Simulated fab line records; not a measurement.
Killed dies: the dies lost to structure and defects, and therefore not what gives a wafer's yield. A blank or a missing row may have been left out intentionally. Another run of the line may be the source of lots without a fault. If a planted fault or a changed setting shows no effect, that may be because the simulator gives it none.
Split-lot study :: flow n5 finfet :: route with 1938 steps; 7 lots, 39 wafers read

ON THE SPLIT
At N5_BEOL_M6_ETCH_66 (etches SOC in N2/H2, target depth 80 nm, overetch 16 nm, time 120 s), the setting target depth a was moved away from the recipe's 800 angstrom on 15 of the 39 wafers read, by -56.0% to +52.9%. The other wafers ran this setting at the recipe's value.

The reading comes from the split's own step.

THE READING
SiARC_of_BEOL_M6_COAT_64.thk nm (the simulator's own value, which no gauge read), in nm, at N5_BEOL_M6_ETCH_66 (etches SOC in N2/H2, target depth 80 nm, overetch 16 nm, time 120 s). No usual value for it is given in the file. Here, 24 wafers ran the recipe; their average is 6.5 nm with a standard deviation of 0.24 nm.

wafer: L075.1
tool, chamber at the split: rie diel-05, 3
target depth a as run, angstrom: 351.6
against the recipe: -56.0%
SiARC_of_BEOL_M6_COAT_64.thk nm, nm: 9
against lot-mates on the recipe: +2.7

wafer: L075.2
tool, chamber at the split: rie diel-05, 2
target depth a as run, angstrom: 800
against the recipe: recipe
SiARC_of_BEOL_M6_COAT_64.thk nm, nm: 6.2
against lot-mates on the recipe: -

wafer: L075.3
tool, chamber at the split: rie diel-05, 1
target depth a as run, angstrom: 351.6
against the recipe: -56.0%
SiARC_of_BEOL_M6_COAT_64.thk nm, nm: 9.2
against lot-mates on the recipe: +2.9

wafer: L075.4
tool, chamber at the split: rie diel-05, 0
target depth a as run, angstrom: 351.6
against the recipe: -56.0%
SiARC_of_BEOL_M6_COAT_64.thk nm, nm: 8.8
against lot-mates on the recipe: +2.5

wafer: L075.5
tool, chamber at the split: rie diel-05, 2,3
target depth a as run, angstrom: 800
against the recipe: recipe
SiARC_of_BEOL_M6_COAT_64.thk nm, nm: 6.4
against lot-mates on the recipe: -

wafer: L075.6
tool, chamber at the split: rie diel-05, 2,3
target depth a as run, angstrom: 800
against the recipe: recipe
SiARC_of_BEOL_M6_COAT_64.thk nm, nm: 6.4
against lot-mates on the recipe: -

wafer: L076.1
tool, chamber at the split: rie diel-01, 1
target depth a as run, angstrom: 800
against the recipe: recipe
SiARC_of_BEOL_M6_COAT_64.thk nm, nm: 6.8
against lot-mates on the recipe: -

wafer: L076.2
tool, chamber at the split: rie diel-01, 2
target depth a as run, angstrom: 1110
against the recipe: +38.7%
SiARC_of_BEOL_M6_COAT_64.thk nm, nm: 5.4
against lot-mates on the recipe: -1.3

wafer: L076.3
tool, chamber at the split: rie diel-01, 0
target depth a as run, angstrom: 800
against the recipe: recipe
SiARC_of_BEOL_M6_COAT_64.thk nm, nm: 6.2
against lot-mates on the recipe: -

wafer: L076.4
tool, chamber at the split: rie diel-01, 0
target depth a as run, angstrom: 1110
against the recipe: +38.7%
SiARC_of_BEOL_M6_COAT_64.thk nm, nm: 4.4
against lot-mates on the recipe: -2.3

wafer: L076.5
tool, chamber at the split: rie diel-01, 1
target depth a as run, angstrom: 1110
against the recipe: +38.7%
SiARC_of_BEOL_M6_COAT_64.thk nm, nm: 5
against lot-mates on the recipe: -1.7

wafer: L076.6
tool, chamber at the split: rie diel-01, 2
target depth a as run, angstrom: 800
against the recipe: recipe
SiARC_of_BEOL_M6_COAT_64.thk nm, nm: 7
against lot-mates on the recipe: -

wafer: L080.2
tool, chamber at the split: rie diel-05, 0
target depth a as run, angstrom: 800
against the recipe: recipe
SiARC_of_BEOL_M6_COAT_64.thk nm, nm: 6.2
against lot-mates on the recipe: -

wafer: L080.3
tool, chamber at the split: rie diel-05, 3
target depth a as run, angstrom: 800
against the recipe: recipe
SiARC_of_BEOL_M6_COAT_64.thk nm, nm: 6.4
against lot-mates on the recipe: -

wafer: L080.5
tool, chamber at the split: rie diel-05, 1
target depth a as run, angstrom: 800
against the recipe: recipe
SiARC_of_BEOL_M6_COAT_64.thk nm, nm: 6.8
against lot-mates on the recipe: -

wafer: L079.1
tool, chamber at the split: rie diel-04, 1
target depth a as run, angstrom: 800
against the recipe: recipe
SiARC_of_BEOL_M6_COAT_64.thk nm, nm: 6.4
against lot-mates on the recipe: -

wafer: L079.2
tool, chamber at the split: rie diel-04, 3
target depth a as run, angstrom: 1223
against the recipe: +52.9%
SiARC_of_BEOL_M6_COAT_64.thk nm, nm: 4
against lot-mates on the recipe: -2.5

wafer: L079.3
tool, chamber at the split: rie diel-04, 0
target depth a as run, angstrom: 1223
against the recipe: +52.9%
SiARC_of_BEOL_M6_COAT_64.thk nm, nm: 3.8
against lot-mates on the recipe: -2.7

wafer: L079.4
tool, chamber at the split: rie diel-04, 2,3
target depth a as run, angstrom: 800
against the recipe: recipe
SiARC_of_BEOL_M6_COAT_64.thk nm, nm: 6.6
against lot-mates on the recipe: -

wafer: L079.6
tool, chamber at the split: rie diel-04, 2,3
target depth a as run, angstrom: 800
against the recipe: recipe
SiARC_of_BEOL_M6_COAT_64.thk nm, nm: 6.6
against lot-mates on the recipe: -

wafer: L079.5
tool, chamber at the split: rie diel-04, 0
target depth a as run, angstrom: 1223
against the recipe: +52.9%
SiARC_of_BEOL_M6_COAT_64.thk nm, nm: 3.6
against lot-mates on the recipe: -2.9

wafer: L083.1
tool, chamber at the split: rie diel-05, 0
target depth a as run, angstrom: 800
against the recipe: recipe
SiARC_of_BEOL_M6_COAT_64.thk nm, nm: 6.4
against lot-mates on the recipe: -

wafer: L083.2
tool, chamber at the split: rie diel-05, 3
target depth a as run, angstrom: 800
against the recipe: recipe
SiARC_of_BEOL_M6_COAT_64.thk nm, nm: 6.6
against lot-mates on the recipe: -

wafer: L083.3
tool, chamber at the split: rie diel-05, 2,0
target depth a as run, angstrom: 1069
against the recipe: +33.6%
SiARC_of_BEOL_M6_COAT_64.thk nm, nm: 4.8
against lot-mates on the recipe: -1.8

wafer: L083.5
tool, chamber at the split: rie diel-05, 2,0
target depth a as run, angstrom: 1069
against the recipe: +33.6%
SiARC_of_BEOL_M6_COAT_64.thk nm, nm: 4.8
against lot-mates on the recipe: -1.8

wafer: L083.4
tool, chamber at the split: rie diel-05, 1
target depth a as run, angstrom: 800
against the recipe: recipe
SiARC_of_BEOL_M6_COAT_64.thk nm, nm: 6.8
against lot-mates on the recipe: -

wafer: L083.6
tool, chamber at the split: rie diel-05, 3
target depth a as run, angstrom: 1069
against the recipe: +33.6%
SiARC_of_BEOL_M6_COAT_64.thk nm, nm: 5
against lot-mates on the recipe: -1.6

wafer: L087.1
tool, chamber at the split: rie diel-01, 1
target depth a as run, angstrom: 800
against the recipe: recipe
SiARC_of_BEOL_M6_COAT_64.thk nm, nm: 6.6
against lot-mates on the recipe: -

wafer: L087.6
tool, chamber at the split: rie diel-01, 1
target depth a as run, angstrom: 800
against the recipe: recipe
SiARC_of_BEOL_M6_COAT_64.thk nm, nm: 6.6
against lot-mates on the recipe: -

wafer: L087.2
tool, chamber at the split: rie diel-01, 0
target depth a as run, angstrom: 800
against the recipe: recipe
SiARC_of_BEOL_M6_COAT_64.thk nm, nm: 6
against lot-mates on the recipe: -

wafer: L087.3
tool, chamber at the split: rie diel-01, 2
target depth a as run, angstrom: 800
against the recipe: recipe
SiARC_of_BEOL_M6_COAT_64.thk nm, nm: 6.8
against lot-mates on the recipe: -

wafer: L087.5
tool, chamber at the split: rie diel-01, 2
target depth a as run, angstrom: 800
against the recipe: recipe
SiARC_of_BEOL_M6_COAT_64.thk nm, nm: 6.8
against lot-mates on the recipe: -

wafer: L087.4
tool, chamber at the split: rie diel-01, 3
target depth a as run, angstrom: 800
against the recipe: recipe
SiARC_of_BEOL_M6_COAT_64.thk nm, nm: 6.2
against lot-mates on the recipe: -

wafer: L093.1
tool, chamber at the split: rie diel-05, 2
target depth a as run, angstrom: 800
against the recipe: recipe
SiARC_of_BEOL_M6_COAT_64.thk nm, nm: 6.4
against lot-mates on the recipe: -

wafer: L093.6
tool, chamber at the split: rie diel-05, 2
target depth a as run, angstrom: 800
against the recipe: recipe
SiARC_of_BEOL_M6_COAT_64.thk nm, nm: 6.4
against lot-mates on the recipe: -

wafer: L093.2
tool, chamber at the split: rie diel-05, 3
target depth a as run, angstrom: 800
against the recipe: recipe
SiARC_of_BEOL_M6_COAT_64.thk nm, nm: 6.6
against lot-mates on the recipe: -

wafer: L093.3
tool, chamber at the split: rie diel-05, 0
target depth a as run, angstrom: 657.6
against the recipe: -17.8%
SiARC_of_BEOL_M6_COAT_64.thk nm, nm: 7.2
against lot-mates on the recipe: +0.7

wafer: L093.4
tool, chamber at the split: rie diel-05, 1
target depth a as run, angstrom: 657.6
against the recipe: -17.8%
SiARC_of_BEOL_M6_COAT_64.thk nm, nm: 7.6
against lot-mates on the recipe: +1.1

wafer: L093.5
tool, chamber at the split: rie diel-05, 3
target depth a as run, angstrom: 657.6
against the recipe: -17.8%
SiARC_of_BEOL_M6_COAT_64.thk nm, nm: 7.4
against lot-mates on the recipe: +0.9
If several chambers appear in one row, that row covers several wafers at once and the file leaves open which wafer was in which chamber.

THE FIT
A straight line over all 39 wafers: SiARC_of_BEOL_M6_COAT_64.thk nm changes by -0.0466 nm for each +1% of target depth a; r = -0.98; the points scatter about the line by 0.27 nm.
The same after taking each lot's own level away (the mean of its wafers on the recipe; 39 wafers): -0.049 nm for each +1%; r = -0.98; scatter 0.24 nm.
That fit puts the effect of the largest move of target depth a on the reading at 2.7 nm.
Across the lots, their own levels run from 6.33 to 6.67 nm, a range of 1.4 times the standard deviation given above.
The two slopes are in agreement: the lot-to-lot level therefore moves the slope only a little.
Check: +2.76 nm against its lot-mates is what the line predicts for one of the wafers moved furthest among these (-56.0%) when that wafer is left out of the fit. It came out at +2.67 nm against them.

OTHER SPLITS APPLIED TO THESE WAFERS
Note: prior to the reading, these wafers also went through further splits. Each is held against what the fit with the lots' levels taken away leaves over:
other split on the same wafers: N5_MOL_CONTACT_COAG_VIA_ETCH_46 target depth a
wafers away from the commonest value: 12
r with SiARC_of_BEOL_M6_COAT_64.thk nm (lot level and that fit taken away): +0.12

other split on the same wafers: N5_BEOL_M0_SAQP_ETCH_106 target depth a
wafers away from the commonest value: 12
r with SiARC_of_BEOL_M6_COAT_64.thk nm (lot level and that fit taken away): +0.30

FILE'S OWN FIT
SiARC_of_BEOL_M6_COAT_64.thk nm changes by -0.0491 nm for each +1% of target depth a, r = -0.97.
